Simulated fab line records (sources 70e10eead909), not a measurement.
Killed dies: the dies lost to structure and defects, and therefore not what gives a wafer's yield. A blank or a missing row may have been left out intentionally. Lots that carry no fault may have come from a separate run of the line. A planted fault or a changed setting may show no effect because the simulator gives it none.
Struck lot and sound lot, side by side + flow nand_harc + 15 steps out of a route of 1159
Sound: wafers L824.2, L824.5, L824.6. Struck: wafers L832.4, L832.5, L832.6. The cause is named last.
Per side, at each step with rows, come the tool, then ch with its chambers, and then its first start. Under that, the readings that differ: sound wafers + struck wafers + difference of the means + sigmas: that difference in standard deviations of wafers without a fault.
alike: words and numbers the same on both sides, and readings whose means are apart by under 2 such deviations; not compared: readings that were withheld, readings missing a value for some wafer, numbers with overlapping values and no deviation given by the record, and bounds like >300 which may hide the same value.
A row with sigmas, a row that says differs or no value, or rows on one side alone: a step with any of these is where the two part. Numbers that don't overlap but have no deviation are shown without sigmas and don't part them. A reading that every wafer of one side lacks parts them only if that side has two wafers or more.

first, 7 steps without rows for these wafers: NHARC_P_STI_COAT_41 (time 65 s); NHARC_P_STI_COAT_03 (resist thk 600 nm); NHARC_P_STI_SOFTBAKE_04 (time 70 s); NHARC_P_STI_EBR_05; NHARC_P_STI_EXPOSE_06 (exposes mask P STI, target cd 200 nm); NHARC_P_STI_PEB_07 (peb time 80 s); NHARC_P_STI_DEVELOP_08 (time 50 s).
NHARC_P_STI_CD_MEAS_09 targets a cd of 200 nm.
  sound on cd_sem-02 ch 0, day 5 22:44; struck on cd_sem-03 ch 0, day 8 00:53
  alike: cd_nm
NHARC_P_STI_OVL_MEAS_10:
  sound on overlay-01, day 5 22:49; struck on overlay-02, day 8 00:58
| reading           | sound    | struck | difference | sigmas |
|-------------------|----------|--------|------------|--------|
| overlay_y_nm (nm) | -5 -5 -6 | 8 9 8  | +14        | +2     |
  alike: overlay_x_nm
NHARC_P_STI_INSPECT_11:
  sound on defect_inspect-01, day 5 22:52; struck on defect_inspect-02, day 8 01:00
  alike: raw_defect_count
then, 1 step without rows for these wafers: NHARC_P_STI_HARDBAKE_13 (time 65 s).
NHARC_P_STI_DESCUM_14: chemistry O2, time 3 s.
  sound on rie_diel-02 ch 0,2,3, day 5 23:01; struck on rie_diel-12 ch 0,2,3, day 8 01:09
  alike: drypump_motor_current_A, oes_product_au, rf_vpp_V, showerhead_plenum_p_Torr, throttle_valve_pct
  not compared: rf_hours_counter_h
NHARC_P_STI_ETCH_42: etches the open film in N2/H2, target depth 80 nm, overetch 24 nm, time 61 s.
  sound on rie_diel-02 ch 0,1,3, day 5 23:05; struck on rie_diel-12 ch 2,3, day 8 01:13
| reading                        | sound                | struck               | difference | sigmas      |
|--------------------------------|----------------------|----------------------|------------|-------------|
| chamber_pressure_mTorr (mTorr) | 30.003 30.011 30.015 | 37.025 36.974 36.962 | +6.977     | +99 or more |
  alike: drypump_motor_current_A, oes_product_au, rf_vpp_V, showerhead_plenum_p_Torr, throttle_valve_pct
  not compared: rf_hours_counter_h
NHARC_P_STI_ETCH_31: etches the open film in CF4/CHF3, target depth 108.9 nm, time 54.5 s.
  sound on rie_diel-02 ch 1,2; struck on rie_diel-12 ch 0,1,2
  alike: chamber_pressure_mTorr, drypump_motor_current_A, oes_product_au, rf_vpp_V, showerhead_plenum_p_Torr, throttle_valve_pct
  not compared: rf_hours_counter_h
-- record jumps: 17 days between struck wafers' starts before vs after; left off in module P_STI, resumes in module END, first step shown is number 1159 of the route --
NHARC_END_SORT_01:
  sound on prober-02 ch 0, day 22 03:39; struck on prober-01 ch 0, day 24 14:19
| reading             | sound | struck  | difference | sigmas |
|---------------------|-------|---------|------------|--------|
| killed_at_periphery | 0 5 4 | 14 8 11 | +8         | +3     |
  alike: killed_at_array, killed_at_other, killed_dies, killed_open, killed_short

== WHERE THEY PART ==
First at NHARC_P_STI_OVL_MEAS_10; last, within this record, at NHARC_END_SORT_01.

WHY: whatever the simulator had introduced
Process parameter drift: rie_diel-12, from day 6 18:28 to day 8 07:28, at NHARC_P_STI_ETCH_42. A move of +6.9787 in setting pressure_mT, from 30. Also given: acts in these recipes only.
